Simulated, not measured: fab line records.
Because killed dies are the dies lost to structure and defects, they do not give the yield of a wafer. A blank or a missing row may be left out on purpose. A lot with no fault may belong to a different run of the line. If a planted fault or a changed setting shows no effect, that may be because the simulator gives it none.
The tool behind it: which one? :: flow nandHarc :: Sampling: 12 lots, 35 wafers, 5 of 1159 route steps

== WHAT THE GAUGES READ, wafer by wafer ==
NHARC_P_BONDPAD_THK_MEAS_33: measures by ellipsometry.
lot: L945
measured: day 6 20:25
on: filmMetro-01
thkNm (nm): 200.0 201.1 201.3

lot: L946
measured: day 7 01:41
on: filmMetro-02
thkNm (nm): 203.5 200.4 199.5

lot: L947
measured: day 7 02:35
on: filmMetro-02
thkNm (nm): 201.9 200.1 201.6

lot: L949
measured: day 7 10:22
on: filmMetro-02
thkNm (nm): 200.9 199.1 202.2

lot: L951
measured: day 8 01:26
on: filmMetro-02
thkNm (nm): 200.2 202.0

lot: L958
measured: day 9 19:58
on: filmMetro-01
thkNm (nm): 200.6 201.8 200.2

lot: L959
measured: day 10 09:46
on: filmMetro-01
thkNm (nm): 201.0 202.1 198.9

lot: L960
measured: day 10 16:37
on: filmMetro-02
thkNm (nm): 199.6 198.8 200.1

lot: L963
measured: day 10 19:08
on: filmMetro-02
thkNm (nm): 198.9 200.4 202.0

lot: L964
measured: day 11 16:30
on: filmMetro-01
thkNm (nm): 201.8 199.0 197.2

lot: L965
measured: day 11 16:41
on: filmMetro-02
thkNm (nm): 204.3 199.9 202.4

lot: L967
measured: day 12 02:43
on: filmMetro-02
thkNm (nm): 198.3 198.9 199.3

NHARC_P_BONDPAD_THK_MEAS_20: measures by xrf.
lot: L945
measured: day 6 23:37
on: filmMetro-01
thkNm (nm): 156.8 161.3 161.5

lot: L946
measured: day 7 04:41
on: filmMetro-02
thkNm (nm): 160.8 160.2 159.6

lot: L947
measured: day 7 06:04
on: filmMetro-02
thkNm (nm): 159.8 159.9 158.2

lot: L949
measured: day 7 13:34
on: filmMetro-01
thkNm (nm): 159.5 162.8 160.3

lot: L951
measured: day 8 04:30
on: filmMetro-01
thkNm (nm): 160.1 160.1

lot: L958
measured: day 9 22:59
on: filmMetro-02
thkNm (nm): 162.4 161.4 158.5

lot: L959
measured: day 10 12:54
on: filmMetro-02
thkNm (nm): 163.0 160.0 159.2

lot: L960
measured: day 10 19:45
on: filmMetro-01
thkNm (nm): 161.7 161.4 163.8

lot: L963
measured: day 10 22:19
on: filmMetro-01
thkNm (nm): 162.2 160.3 157.5

lot: L964
measured: day 11 19:32
on: filmMetro-02
thkNm (nm): 161.3 158.7 163.4

lot: L965
measured: day 11 19:56
on: filmMetro-01
thkNm (nm): 160.1 159.1 158.7

lot: L967
measured: day 12 05:51
on: filmMetro-02
thkNm (nm): 159.9 159.3 161.1

NHARC_END_SORT_01.
lot: L958
measured: day 22 04:52
on: prober-02
defectLimitedYield (%): 96.5 95.4 95.9
killedAtArray: 21 28 25
killedAtOther: 1 1 1
killedAtPeriphery: 2 2 2
killedDies: 24 31 28
killedOpen: 5 1 5
killedShort: 2 3 3
sort_bin_2_pct (%): 0.9 1.5 1.3
sort_bin_3_pct (%): 0 0.15 0.15
sort_bin_4_pct (%): 2.7 3.0 2.7
sortNPass: 653 646 649
sortRimYieldPct (%): 99.1 97.2 97.2
sortYieldPct (%): 96.5 95.4 95.9

lot: L964
measured: day 24 20:11
on: prober-01
defectLimitedYield (%): 95.7 95.3 95.1
killedAtArray: 27 28 31
killedAtOther: 0 0 0
killedAtPeriphery: 2 4 2
killedDies: 29 32 33
killedOpen: 3 2 3
killedShort: 1 2 1
sort_bin_2_pct (%): 1.2 1.0 1.8
sort_bin_3_pct (%): 0.30 0.15 0.30
sort_bin_4_pct (%): 2.8 3.5 2.8
sortNPass: 648 645 644
sortRimYieldPct (%): 99.1 97.2 99.1
sortYieldPct (%): 95.7 95.3 95.1

== TOOL THAT RAN EACH LOT (tool first, then ch and the chambers of the sampled wafers, then the start) ==
lot: L945
NHARC_P_BONDPAD_ETCH_12: rieDiel-12 ch 1,2,3, day 6 22:19 or earlier
NHARC_P_BONDPAD_PVD_17: pvdSputter-02, day 6 22:19

lot: L946
NHARC_P_BONDPAD_ETCH_12: rieDiel-11 ch 0,1, day 7 03:25 or earlier
NHARC_P_BONDPAD_PVD_17: pvdSputter-02, day 7 03:25

lot: L947
NHARC_P_BONDPAD_ETCH_12: rieDiel-08 ch 2,3, day 7 04:25 or earlier
NHARC_P_BONDPAD_PVD_17: pvdSputter-01, day 7 04:25

lot: L949
NHARC_P_BONDPAD_ETCH_12: rieDiel-11 ch 0,1,2, day 7 12:16 or earlier
NHARC_P_BONDPAD_PVD_17: pvdSputter-02, day 7 12:16

lot: L951
NHARC_P_BONDPAD_ETCH_12: rieDiel-11 ch 0,3, day 8 03:10 or earlier
NHARC_P_BONDPAD_PVD_17: pvdSputter-02, day 8 03:10

lot: L958
NHARC_P_BONDPAD_ETCH_12: rieDiel-08 ch 0,1,3, day 9 21:40 or earlier
NHARC_P_BONDPAD_PVD_17: pvdSputter-03, day 9 21:40

lot: L959
NHARC_P_BONDPAD_ETCH_12: rieDiel-11 ch 2,3, day 10 11:37 or earlier
NHARC_P_BONDPAD_PVD_17: pvdSputter-01, day 10 11:37

lot: L960
NHARC_P_BONDPAD_ETCH_12: rieDiel-11 ch 0,2,3, day 10 18:28 or earlier
NHARC_P_BONDPAD_PVD_17: pvdSputter-02, day 10 18:28

lot: L963
NHARC_P_BONDPAD_ETCH_12: rieDiel-11 ch 0,1, day 10 21:03 or earlier
NHARC_P_BONDPAD_PVD_17: pvdSputter-02, day 10 21:03

lot: L964
NHARC_P_BONDPAD_ETCH_12: rieDiel-11 ch 2,3, day 11 18:13 or earlier
NHARC_P_BONDPAD_PVD_17: pvdSputter-01, day 11 18:13

lot: L965
NHARC_P_BONDPAD_ETCH_12: rieDiel-11 ch 0,2,3, day 11 18:37 or earlier
NHARC_P_BONDPAD_PVD_17: pvdSputter-03, day 11 18:37

lot: L967
NHARC_P_BONDPAD_ETCH_12: rieDiel-11 ch 0,3, day 12 04:31 or earlier
NHARC_P_BONDPAD_PVD_17: pvdSputter-02, day 12 04:31
- NHARC_P_BONDPAD_ETCH_12: etches the open film in CHF3/O2, target depth 200 nm, time 100 s.
- NHARC_P_BONDPAD_PVD_17: deposits TaN, target thk 5 nm, time 8.06 s.

== WHAT THE TOOLS THEMSELVES READ (means of the sampled wafers that have a number; where no wafer has one, the mark that the record gives instead) ==
NHARC_P_BONDPAD_ETCH_12.
lot: L945
tool: rieDiel-12
drypumpMotorCurrentA (A): 5.6
oesProductAu (a.u.): 0.922
rfVppV (V): 372.7
showerheadPlenumPTorr (Torr): 2.50
throttleValvePct (%): 20.568

lot: L946
tool: rieDiel-11
drypumpMotorCurrentA (A): 6.0
oesProductAu (a.u.): 0.931
rfVppV (V): 370.0
showerheadPlenumPTorr (Torr): 2.37
throttleValvePct (%): 20.571

lot: L947
tool: rieDiel-08
drypumpMotorCurrentA (A): 5.7
oesProductAu (a.u.): 0.963
rfVppV (V): 372.5
showerheadPlenumPTorr (Torr): 2.53
throttleValvePct (%): 20.572

lot: L949
tool: rieDiel-11
drypumpMotorCurrentA (A): 5.8
oesProductAu (a.u.): 0.928
rfVppV (V): 369.6
showerheadPlenumPTorr (Torr): 2.40
throttleValvePct (%): 20.573

lot: L951
tool: rieDiel-11
drypumpMotorCurrentA (A): 6.3
oesProductAu (a.u.): 0.929
rfVppV (V): 368.4
showerheadPlenumPTorr (Torr): 2.29
throttleValvePct (%): 20.576

lot: L958
tool: rieDiel-08
drypumpMotorCurrentA (A): 5.7
oesProductAu (a.u.): 0.930
rfVppV (V): 372.2
showerheadPlenumPTorr (Torr): 2.47
throttleValvePct (%): 20.583

lot: L959
tool: rieDiel-11
drypumpMotorCurrentA (A): 5.9
oesProductAu (a.u.): 0.921
rfVppV (V): 369.8
showerheadPlenumPTorr (Torr): 2.34
throttleValvePct (%): 20.571

lot: L960
tool: rieDiel-11
drypumpMotorCurrentA (A): 6.1
oesProductAu (a.u.): 0.928
rfVppV (V): 368.9
showerheadPlenumPTorr (Torr): 2.31
throttleValvePct (%): 20.570

lot: L963
tool: rieDiel-11
drypumpMotorCurrentA (A): 5.5
oesProductAu (a.u.): 0.930
rfVppV (V): 371.4
showerheadPlenumPTorr (Torr): 2.45
throttleValvePct (%): 20.574

lot: L964
tool: rieDiel-11
drypumpMotorCurrentA (A): 6.0
oesProductAu (a.u.): 0.912
rfVppV (V): 369.0
showerheadPlenumPTorr (Torr): 2.34
throttleValvePct (%): 20.575

lot: L965
tool: rieDiel-11
drypumpMotorCurrentA (A): 6.2
oesProductAu (a.u.): 0.945
rfVppV (V): 368.2
showerheadPlenumPTorr (Torr): 2.31
throttleValvePct (%): 20.574

lot: L967
tool: rieDiel-11
drypumpMotorCurrentA (A): 6.3
oesProductAu (a.u.): 0.971
rfVppV (V): 367.8
showerheadPlenumPTorr (Torr): 2.28
throttleValvePct (%): 20.580

NHARC_P_BONDPAD_PVD_17.
lot: L945
tool: pvdSputter-02
throttleValvePct (%): 30.6

lot: L946
tool: pvdSputter-02
throttleValvePct (%): 30.5

lot: L947
tool: pvdSputter-01
throttleValvePct (%): 30.4

lot: L949
tool: pvdSputter-02
throttleValvePct (%): 31.1

lot: L951
tool: pvdSputter-02
throttleValvePct (%): 30.8

lot: L958
tool: pvdSputter-03
throttleValvePct (%): 30.0

lot: L959
tool: pvdSputter-01
throttleValvePct (%): 29.5

lot: L960
tool: pvdSputter-02
throttleValvePct (%): 31.2

lot: L963
tool: pvdSputter-02
throttleValvePct (%): 31.0

lot: L964
tool: pvdSputter-01
throttleValvePct (%): 30.8

lot: L965
tool: pvdSputter-03
throttleValvePct (%): 29.9

lot: L967
tool: pvdSputter-02
throttleValvePct (%): 30.8

== THE ANSWER, worked out from the rows above alone ==
Rule: what is usual is taken from the lots themselves. The widest of any qualifying gaps counts: lots, ordered by their means at a reading, are off when they make up no more than a third of the lots, leave a main group of 4 or more, and stand apart from it by 3 or more times the standard deviation of that group's means. A main group is skipped when, at the precision printed for the reading in the tables above, its means are all equal. A lot without any number at a reading at which 4 lots or more have one is off too. All remaining lots with rows at the step are treated as sound. First the gauges in route order, then the tools' own readings, where a lot's mean is used as printed above. The first step at which some lot is off is used, and at that step the reading that is off furthest; a lot without a number counts as furthest.
No lot is off on any of the readings shown, so nothing can be concluded from this.

== WHAT THE SIMULATOR HAD PUT IN ==
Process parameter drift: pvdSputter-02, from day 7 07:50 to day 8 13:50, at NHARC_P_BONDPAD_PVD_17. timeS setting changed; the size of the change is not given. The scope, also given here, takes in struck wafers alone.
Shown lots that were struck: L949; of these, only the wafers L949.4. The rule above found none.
